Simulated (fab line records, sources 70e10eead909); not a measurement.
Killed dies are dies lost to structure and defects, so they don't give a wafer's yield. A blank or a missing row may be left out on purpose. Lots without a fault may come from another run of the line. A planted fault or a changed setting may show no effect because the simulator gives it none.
Chamber matching | flow nand_harc | NHARC_A_CHANNEL_FILL_D2_ETCHBACK_20 on rie_diel-02: 4 sister chambers
The step etches the open film in C4F8/O2/Ar, target depth 27 nm, time 13.5 s. 8 wafers are shown with their chamber, then 12 later ones without.

WAFERS WITH THEIR CHAMBER
wafer  | chamber | rf_vpp_V (V) | oes_product_au (a.u.)
L080.2 | 3       | 978          | 1.010
L080.3 | 2       | 983          | 1.000
L080.5 | 1       | 974          | 0.997
L084.3 | 3       | 979          | 1.016
L087.1 | 2       | 983          | 0.922
L089.1 | 1       | 973          | 0.972
L089.2 | 0       | 982          | 0.987
L089.5 | 0       | 983          | 0.986

WAFERS WITHOUT THEIR CHAMBER
wafer  | rf_vpp_V (V) | oes_product_au (a.u.)
L092.1 | 978          | 0.983
L092.2 | 984          | 0.983
L092.3 | 983          | 0.975
L093.2 | 973          | 0.987
L093.3 | 978          | 1.001
L093.5 | 982          | 0.984
L094.1 | 973          | 1.012
L094.4 | 983          | 0.994
L094.5 | 979          | 1.004
L096.1 | 982          | 0.992
L096.5 | 976          | 1.000
L096.6 | 982          | 0.995

WHICH CHAMBER EACH WENT THROUGH
wafer  | from the rows above     | in truth
L092.1 | 3                       | 3
L092.2 | can't be placed: 2 or 0 | 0
L092.3 | can't be placed: 2 or 0 | 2
L093.2 | 1                       | 1
L093.3 | 3                       | 3
L093.5 | can't be placed: 0 or 2 | 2
L094.1 | 1                       | 1
L094.4 | can't be placed: 0 or 2 | 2
L094.5 | 3                       | 3
L096.1 | can't be placed: 0 or 2 | 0
L096.5 | can't be placed: 3 or 1 | 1
L096.6 | can't be placed: 0 or 2 | 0
Placed correctly: 5 of 12. Can't be placed from these rows: 7 (the true chamber is among the candidates in 7). Placed wrongly: 0.
How it was worked out, from the rows above alone: a wafer's distance from a chamber is the root of the sum, over the readings, of the square of ((its reading less the chamber's mean) divided by the reading's scatter). The wafer belongs to the nearest chamber; if the next one is less than 2 further off, it can't be placed. A chamber's mean is the mean of its shown wafers. The scatter: the root of (the sum of the squares of (reading less its chamber's mean) over the shown wafers, divided by (wafers less chambers)).
